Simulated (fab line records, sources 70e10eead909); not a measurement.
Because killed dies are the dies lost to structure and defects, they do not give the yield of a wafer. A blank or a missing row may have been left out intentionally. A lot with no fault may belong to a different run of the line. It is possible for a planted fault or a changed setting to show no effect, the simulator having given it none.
Chamber matching    flow nand harc    NHARC_A_STAIRCASE_DEP_471 on pecvd-04: 3 sister chambers
The step deposits SiO2, target thk 100 nm. 14 wafers are shown with their chamber, then 7 later ones without.

## WAFERS PAIRED WITH THEIR CHAMBERS
wafer   chamber  heater power w (W)  throttle valve pct (%)
L074.3  0        611                 16.2
L074.5  1        371                 16.1
L074.6  0        470                 16.2
L077.1  2        444                 16.2
L077.5  1        340                 16.4
L077.6  2        438                 16.2
L078.2  0        569                 15.4
L078.4  2        402                 15.9
L078.5  1        420                 16.4
L080.4  0        673                 15.5
L080.5  2        517                 16.0
L080.6  1        432                 16.5
L082.4  0        614                 15.6
L082.5  2        473                 16.1

SIGNATURES, as means of the wafers listed above
reading             chamber 0  chamber 1  chamber 2  scatter within a chamber
heater power w      587.40     390.75     454.80     56.9
throttle valve pct  15.780     16.350     16.080     0.264
Rule: distance of a wafer from a chamber = root of the sum over the readings of ((wafer's reading minus chamber's mean) / reading's scatter) squared. If the next closest chamber is less than 2 further off than the closest, the wafer can't be placed; otherwise it belongs to the closest. The scatter: the root of (the sum of the squares of (reading less its chamber's mean) over the shown wafers, divided by (wafers less chambers)).

## WAFERS WHOSE CHAMBER IS MISSING
wafer   heater power w (W)  throttle valve pct (%)
L082.6  346                 16.6
L086.1  394                 16.6
L086.2  501                 16.0
L086.6  616                 15.7
L092.2  485                 16.2
L092.3  416                 16.3
L092.5  500                 16.0

## CHAMBER TAKEN BY EACH
wafer   from the rows above           in truth
L082.6  can't be placed: 1 or 2       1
L086.1  can't be placed: 1 or 2       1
L086.2  can't be placed: 2 or 0 or 1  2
L086.6  0                             0
L092.2  can't be placed: 2 or 1 or 0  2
L092.3  can't be placed: 1 or 2       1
L092.5  can't be placed: 2 or 0 or 1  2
Correct placement for 1 of the 7. Cannot be placed on the basis of these rows: 6; the candidates contain the true chamber in 6. Number placed wrongly: 0.
